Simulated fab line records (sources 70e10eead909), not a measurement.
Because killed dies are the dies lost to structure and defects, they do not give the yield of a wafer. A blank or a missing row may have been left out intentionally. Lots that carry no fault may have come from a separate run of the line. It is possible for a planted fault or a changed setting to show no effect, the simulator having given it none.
Chamber matching	flow nand-harc	cmp-02 running NHARC_A_WL_FILL_CMP_12: 4 sister chambers
The step polishes, t overpolish 30 s, target thk 75 nm. 8 wafers are shown with their chamber, then 8 later ones without.

## WAFERS PAIRED WITH THEIR CHAMBERS
wafer	chamber	motor-current-A (A)	overpolish-run-s (s)
L075.4	0	13.1	30.001
L078.2	0	12.9	29.992
L086.2	1	13.7	30.001
L086.6	1	13.9	29.994
L085.1	3	11.1	29.994
L085.4	2	14.6	29.998
L085.6	3	11.3	30.003
L089.3	2	13.6	29.998

## WAFERS WITH NO CHAMBER GIVEN
wafer	motor-current-A (A)	overpolish-run-s (s)
L089.4	14.5	30.002
L089.6	14.3	30.003
L092.1	13.2	30.001
L092.3	13.4	30.002
L092.6	13.0	30.005
L095.2	12.6	30.018
L095.3	13.6	29.979
L095.6	11.2	30.001

## CHAMBER TAKEN BY EACH
wafer	from the rows above	in truth
L089.4	can't be placed: 2 or 1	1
L089.6	can't be placed: 2 or 1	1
L092.1	can't be placed: 0 or 1 or 2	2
L092.3	can't be placed: 1 or 0 or 2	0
L092.6	can't be placed: 0 or 1 or 2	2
L095.2	can't be placed: 0 or 1 or 3 or 2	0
L095.3	can't be placed: 1 or 0 or 2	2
L095.6	3	3
Correct placement for 1 of the 8. Not placeable from these rows: 7 (in 7, the candidates include the true chamber). 0 placed wrongly.
How it was worked out, from the rows above alone: a wafer's distance from a chamber is the root of the sum, over the readings, of the square of ((its reading less the chamber's mean) divided by the reading's scatter). The wafer belongs to the nearest chamber; if the next one is less than 2 further off, it can't be placed. The mean given for a chamber averages the wafers shown for that chamber. The scatter: take each reading less its chamber's mean, square it, sum over the shown wafers, divide by the number of wafers less the number of chambers, and take the root.
